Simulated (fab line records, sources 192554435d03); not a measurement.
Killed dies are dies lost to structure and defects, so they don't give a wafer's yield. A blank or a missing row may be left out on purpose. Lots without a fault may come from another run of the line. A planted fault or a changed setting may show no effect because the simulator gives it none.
Chamber matching | flow n5_finfet | N5_BEOL_M5_CMP_52 on cmp-03: 4 sister chambers
The step polishes, stops on SiCOH lowk, t overpolish 6.9 s, target thk 62 nm. 14 wafers are shown with their chamber, then 7 later ones without.

WAFERS WITH THEIR CHAMBER
wafer  | chamber | motor_current_A (A) | barrier_field_endpoint_s (s) | overpolish_run_s (s)
L076.4 | 0       | 6.1                 | 24.7                         | 6.884
L076.5 | 2       | 5.9                 | 24.0                         | 6.902
L076.6 | 3       | 6.4                 | 24.6                         | 6.894
L081.2 | 0       | 6.4                 | 25.1                         | 6.897
L081.3 | 2       | 6.1                 | 24.7                         | 6.904
L081.6 | 0       | 5.9                 | 24.8                         | 6.904
L088.4 | 0       | 5.8                 | 25.2                         | 6.893
L088.5 | 1       | 6.7                 | 24.4                         | 6.894
L088.6 | 2       | 6.0                 | 25.3                         | 6.912
L086.2 | 2       | 6.2                 | 24.8                         | 6.880
L086.3 | 3       | 6.4                 | 24.9                         | 6.891
L086.6 | 0       | 6.3                 | 25.3                         | 6.880
L091.2 | 3       | 6.5                 | 24.6                         | 6.896
L091.4 | 0       | 6.2                 | 25.4                         | 6.893

SIGNATURES (means of the wafers above)
reading                  | chamber 0 | chamber 1 | chamber 2 | chamber 3 | scatter within a chamber
motor_current_A          | 6.117     | 6.700     | 6.050     | 6.433     | 0.18
barrier_field_endpoint_s | 25.083    | 24.400    | 24.700    | 24.700    | 0.362
overpolish_run_s         | 6.89183   | 6.89400   | 6.89950   | 6.89367   | 0.00977
Rule: a wafer's distance from a chamber is the root of the sum, over the readings, of the square of ((its reading less the chamber's mean) divided by the reading's scatter). The wafer belongs to the nearest chamber; if the next one is less than 2 further off, it can't be placed. The scatter: the root of (the sum of the squares of (reading less its chamber's mean) over the shown wafers, divided by (wafers less chambers)).

WAFERS WITHOUT THEIR CHAMBER
wafer  | motor_current_A (A) | barrier_field_endpoint_s (s) | overpolish_run_s (s)
L091.6 | 6.4                 | 25.9                         | 6.909
L093.2 | 6.0                 | 24.9                         | 6.890
L093.4 | 6.6                 | 25.6                         | 6.903
L093.5 | 6.9                 | 24.3                         | 6.904
L097.3 | 6.2                 | 23.3                         | 6.903
L097.4 | 6.5                 | 23.6                         | 6.895
L097.5 | 6.6                 | 24.7                         | 6.903

WHICH CHAMBER EACH WENT THROUGH
wafer  | from the rows above               | in truth
L091.6 | can't be placed: 0 or 3 or 2 or 1 | 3
L093.2 | can't be placed: 0 or 2 or 3      | 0
L093.4 | can't be placed: 3 or 0 or 1 or 2 | 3
L093.5 | can't be placed: 1 or 3           | 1
L097.3 | can't be placed: 2 or 3 or 1 or 0 | 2
L097.4 | can't be placed: 1 or 3 or 2      | 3
L097.5 | can't be placed: 3 or 1 or 2 or 0 | 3
Placed correctly: 0 of 7. Can't be placed from these rows: 7 (the true chamber is among the candidates in 7). Placed wrongly: 0.
